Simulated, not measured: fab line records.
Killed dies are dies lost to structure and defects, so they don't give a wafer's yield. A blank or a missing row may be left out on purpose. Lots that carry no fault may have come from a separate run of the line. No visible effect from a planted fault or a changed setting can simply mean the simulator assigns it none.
Split-lot study | flow n5Finfet | 7 lots, 21 wafers read, on a route of 1938 steps

== THE SPLIT ITSELF ==
At N5_BEOL_M15_ETCH_61 (etches BARC in N2/H2, target depth 89 nm, overetch 26.7 nm, time 67.9 s), the setting timeS was moved away from the recipe's 67.9 s on 4 of the 21 wafers read, by -8.2% to +21.3%. The other wafers ran this setting at the recipe's value.

The reading is taken at the split's own step.

== THE READING ==
coat_of_BEOL_M15_COAT_22.thkNm (the simulator's own value, which no gauge read), in nm, at N5_BEOL_M15_ETCH_61 (etches BARC in N2/H2, target depth 89 nm, overetch 26.7 nm, time 67.9 s). There is no usual value for it anywhere in the file. Across the 17 wafers here that went through the recipe, the average is 719.0 nm and the standard deviation 4.1 nm.

wafer  | tool, chamber at the split | timeS as run, s | against the recipe | coat_of_BEOL_M15_COAT_22.thkNm, nm | against lot-mates on the recipe
L078.1 | rieDiel-04, 2              | 67.9            | recipe             | 714                                | -
L078.2 | rieDiel-04, 0              | 67.9            | recipe             | 715.4                              | -
L078.5 | rieDiel-04, 1              | 67.9            | recipe             | 717.4                              | -
L081.1 | rieDiel-04, 1              | 67.9            | recipe             | 718.2                              | -
L081.2 | rieDiel-04, 2              | 67.9            | recipe             | 715.4                              | -
L081.4 | rieDiel-04, 2              | 76.43           | +12.6%             | 708                                | -8.8
L080.2 | rieDiel-05, 2              | 67.9            | recipe             | 723                                | -
L080.3 | rieDiel-05, 0              | 67.9            | recipe             | 720                                | -
L080.4 | rieDiel-05, 1              | 67.9            | recipe             | 727.8                              | -
L082.1 | rieDiel-03, 0              | 67.9            | recipe             | 723                                | -
L082.2 | rieDiel-03, 2              | 67.9            | recipe             | 718.4                              | -
L082.5 | rieDiel-03, 1              | 67.9            | recipe             | 724                                | -
L087.2 | rieDiel-05, 2              | 67.9            | recipe             | 716.8                              | -
L087.4 | rieDiel-05, 3              | 62.36           | -8.2%              | 723.2                              | +6.5
L087.5 | rieDiel-05, 0              | 67.9            | recipe             | 716.6                              | -
L089.2 | rieDiel-04, 0              | 67.9            | recipe             | 715.2                              | -
L089.3 | rieDiel-04, 1              | 82.38           | +21.3%             | 705.2                              | -9.1
L089.5 | rieDiel-04, 2              | 67.9            | recipe             | 713.4                              | -
L094.1 | rieDiel-03, 0              | 67.9            | recipe             | 725                                | -
L094.2 | rieDiel-03, 1              | 82.29           | +21.2%             | 710.6                              | -12.0
L094.6 | rieDiel-03, 2              | 67.9            | recipe             | 720.2                              | -

THE FIT
A straight line over all 21 wafers: coat_of_BEOL_M15_COAT_22.thkNm changes by -0.568 nm for each +1% of timeS; r = -0.72; the points scatter about the line by 4.1 nm.
The same after taking each lot's own level away (the mean of its wafers on the recipe; 21 wafers): -0.547 nm for each +1%; r = -0.88; scatter 2.1 nm.
The reading moves by 12 nm for the largest change in timeS, on that fit.
The lots' own levels span 714.30 to 723.60 nm, that is 2.3 times the standard deviation above.
So the lot-to-lot level blurs the effect unless lot-mates are compared.
Check: with one of the wafers moved furthest among these (+21.3%) left out of the fit, the line predicts -13.2 nm for it against its lot-mates. It came out at -9.1 nm against them.

== FURTHER SPLITS ON THESE WAFERS ==
Before the reading, these wafers also passed through other splits. Each is held against what the fit with the lots' levels taken away leaves over:
other split on the same wafers | wafers away from the commonest value | r with coat_of_BEOL_M15_COAT_22.thkNm (lot level and that fit taken away)
N5_BEOL_M14_EXPOSE_25 doseMj   | 6                                    | -0.04
N5_BEOL_M14_ETCH_68 timeS      | 6                                    | +0.14
N5_BEOL_M15_EXPOSE_25 doseMj   | 9                                    | -0.47

== THE FILE'S OWN FIT ==
coat_of_BEOL_M15_COAT_22.thkNm changes by -0.542 nm for each +1% of timeS, r = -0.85.
